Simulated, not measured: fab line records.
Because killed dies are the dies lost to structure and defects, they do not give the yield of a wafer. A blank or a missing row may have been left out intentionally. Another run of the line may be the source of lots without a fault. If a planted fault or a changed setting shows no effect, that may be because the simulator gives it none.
Lot-split experiment || flow n5_finfet || 21 wafers read across 7 lots, on a route 1938 steps long

== ON THE SPLIT ==
At N5_BEOL_M6_EXPOSE_08 (exposes mask M6), the setting dose_mj was moved away from the recipe's 68.25 on 4 of the 21 wafers read, by -7.5% to +2.9%. For the rest of the wafers, this setting stayed at what the recipe calls for.

== FROM THE SPLIT TO THE READING: what the file shows between them, 2 steps ==
- N5_BEOL_M6_PEB_09: peb time 60 s
- N5_BEOL_M6_DEVELOP_10: develop time 30 s

== THE READING ==
cd_nm (nm) at N5_BEOL_M6_CD_MEAS_11, where the cd target is 38.5 nm. Fault-free wafers of this fab line usually give 38.7 nm, standard deviation 0.52 nm.

{"wafer": "L078.1", "tool, chamber at the split": "arfi_scanner-02, 0", "dose_mj as run": 68.25, "against the recipe": "recipe", "cd_nm, nm": 38.9, "against lot-mates on the recipe": "-"}
{"wafer": "L078.3", "tool, chamber at the split": "arfi_scanner-02, 0", "dose_mj as run": 70.2, "against the recipe": "+2.9%", "cd_nm, nm": 39.6, "against lot-mates on the recipe": "+0.7"}
{"wafer": "L078.4", "tool, chamber at the split": "arfi_scanner-02, 0", "dose_mj as run": 70.2, "against the recipe": "+2.9%", "cd_nm, nm": 39.7, "against lot-mates on the recipe": "+0.8"}
{"wafer": "L081.3", "tool, chamber at the split": "arfi_scanner-03, 0", "dose_mj as run": 68.25, "against the recipe": "recipe", "cd_nm, nm": 38.5, "against lot-mates on the recipe": "-"}
{"wafer": "L081.4", "tool, chamber at the split": "arfi_scanner-03, 0", "dose_mj as run": 68.25, "against the recipe": "recipe", "cd_nm, nm": 38.9, "against lot-mates on the recipe": "-"}
{"wafer": "L081.6", "tool, chamber at the split": "arfi_scanner-03, 0", "dose_mj as run": 68.25, "against the recipe": "recipe", "cd_nm, nm": 38.2, "against lot-mates on the recipe": "-"}
{"wafer": "L083.2", "tool, chamber at the split": "arfi_scanner-01, 0", "dose_mj as run": 68.25, "against the recipe": "recipe", "cd_nm, nm": 38.6, "against lot-mates on the recipe": "-"}
{"wafer": "L083.3", "tool, chamber at the split": "arfi_scanner-01, 0", "dose_mj as run": 68.25, "against the recipe": "recipe", "cd_nm, nm": 38.3, "against lot-mates on the recipe": "-"}
{"wafer": "L083.4", "tool, chamber at the split": "arfi_scanner-01, 0", "dose_mj as run": 68.25, "against the recipe": "recipe", "cd_nm, nm": 38.8, "against lot-mates on the recipe": "-"}
{"wafer": "L084.1", "tool, chamber at the split": "arfi_scanner-03, 0", "dose_mj as run": 68.25, "against the recipe": "recipe", "cd_nm, nm": 37.5, "against lot-mates on the recipe": "-"}
{"wafer": "L084.4", "tool, chamber at the split": "arfi_scanner-03, 0", "dose_mj as run": 68.25, "against the recipe": "recipe", "cd_nm, nm": 37.0, "against lot-mates on the recipe": "-"}
{"wafer": "L084.5", "tool, chamber at the split": "arfi_scanner-03, 0", "dose_mj as run": 68.25, "against the recipe": "recipe", "cd_nm, nm": 38.0, "against lot-mates on the recipe": "-"}
{"wafer": "L085.2", "tool, chamber at the split": "arfi_scanner-02, 0", "dose_mj as run": 68.25, "against the recipe": "recipe", "cd_nm, nm": 38.7, "against lot-mates on the recipe": "-"}
{"wafer": "L085.4", "tool, chamber at the split": "arfi_scanner-02, 0", "dose_mj as run": 68.25, "against the recipe": "recipe", "cd_nm, nm": 39.5, "against lot-mates on the recipe": "-"}
{"wafer": "L085.5", "tool, chamber at the split": "arfi_scanner-02, 0", "dose_mj as run": 63.15, "against the recipe": "-7.5%", "cd_nm, nm": 35.8, "against lot-mates on the recipe": -3.3}
{"wafer": "L095.1", "tool, chamber at the split": "arfi_scanner-02, 0", "dose_mj as run": 68.25, "against the recipe": "recipe", "cd_nm, nm": 39.0, "against lot-mates on the recipe": "-"}
{"wafer": "L095.4", "tool, chamber at the split": "arfi_scanner-02, 0", "dose_mj as run": 68.25, "against the recipe": "recipe", "cd_nm, nm": 38.2, "against lot-mates on the recipe": "-"}
{"wafer": "L095.6", "tool, chamber at the split": "arfi_scanner-02, 0", "dose_mj as run": 68.25, "against the recipe": "recipe", "cd_nm, nm": 38.8, "against lot-mates on the recipe": "-"}
{"wafer": "L097.1", "tool, chamber at the split": "arfi_scanner-02, 0", "dose_mj as run": 68.25, "against the recipe": "recipe", "cd_nm, nm": 39.2, "against lot-mates on the recipe": "-"}
{"wafer": "L097.2", "tool, chamber at the split": "arfi_scanner-02, 0", "dose_mj as run": 65.85, "against the recipe": "-3.5%", "cd_nm, nm": 37.4, "against lot-mates on the recipe": -1.5}
{"wafer": "L097.4", "tool, chamber at the split": "arfi_scanner-02, 0", "dose_mj as run": 68.25, "against the recipe": "recipe", "cd_nm, nm": 38.5, "against lot-mates on the recipe": "-"}

FIT RESULTS
A straight line over all 21 wafers: cd_nm changes by +0.364 nm for each +1% of dose_mj; r = +0.80; the points scatter about the line by 0.56 nm.
The same after taking each lot's own level away (the mean of its wafers on the recipe; 21 wafers): +0.399 nm for each +1%; r = +0.93; scatter 0.34 nm.
According to that fit, moving dose_mj by its largest amount changes the reading by 3 nm.
Measured against the standard deviation above, the lots' own levels, which go from 37.50 to 39.10 nm, span 3.1 times it.
Consequently the slope shifts little with the lot-to-lot level, the two slopes agreeing.
Check: -2.5 nm against its lot-mates is what the line predicts for one of the wafers moved furthest among these (-7.5%) when that wafer is left out of the fit. It came out at -3.3 nm against them.

== ADDITIONAL SPLITS CARRIED BY THESE WAFERS ==
Before the reading, these wafers also passed through other splits. Each is held against what the fit with the lots' levels taken away leaves over:
{"other split on the same wafers": "N5_BEOL_M3_EXPOSE_08 dose_mj", "wafers away from the commonest value": 5, "r with cd_nm (lot level and that fit taken away)": "+0.14"}
{"other split on the same wafers": "N5_BEOL_M5_EXPOSE_08 dose_mj", "wafers away from the commonest value": 6, "r with cd_nm (lot level and that fit taken away)": "+0.47"}
{"other split on the same wafers": "N5_BEOL_M6_HM_DEP_02 target_thk_a", "wafers away from the commonest value": 5, "r with cd_nm (lot level and that fit taken away)": "+0.15"}

== THE WHOLE CHAIN: every reading that the file lists as answering this split, in the file's order ==
{"step": "N5_BEOL_M6_CD_MEAS_11", "what it does": "target cd 38.5 nm", "reading": "cd_nm", "change (the file's fit)": "+0.417 nm for each +1% of the setting", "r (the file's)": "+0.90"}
{"step": "N5_BEOL_M6_ETCH_61", "what it does": "etches SiARC in CF4, target depth 45.5 nm, time 75.8 s", "reading": "BEOL_M6.cd_offset_nm (the simulator's own value, which no gauge read)", "change (the file's fit)": "+0.419 nm for each +1% of the setting", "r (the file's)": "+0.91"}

== FILE'S OWN FIT ==
cd_nm changes by +0.417 nm for each +1% of dose_mj, r = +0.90.
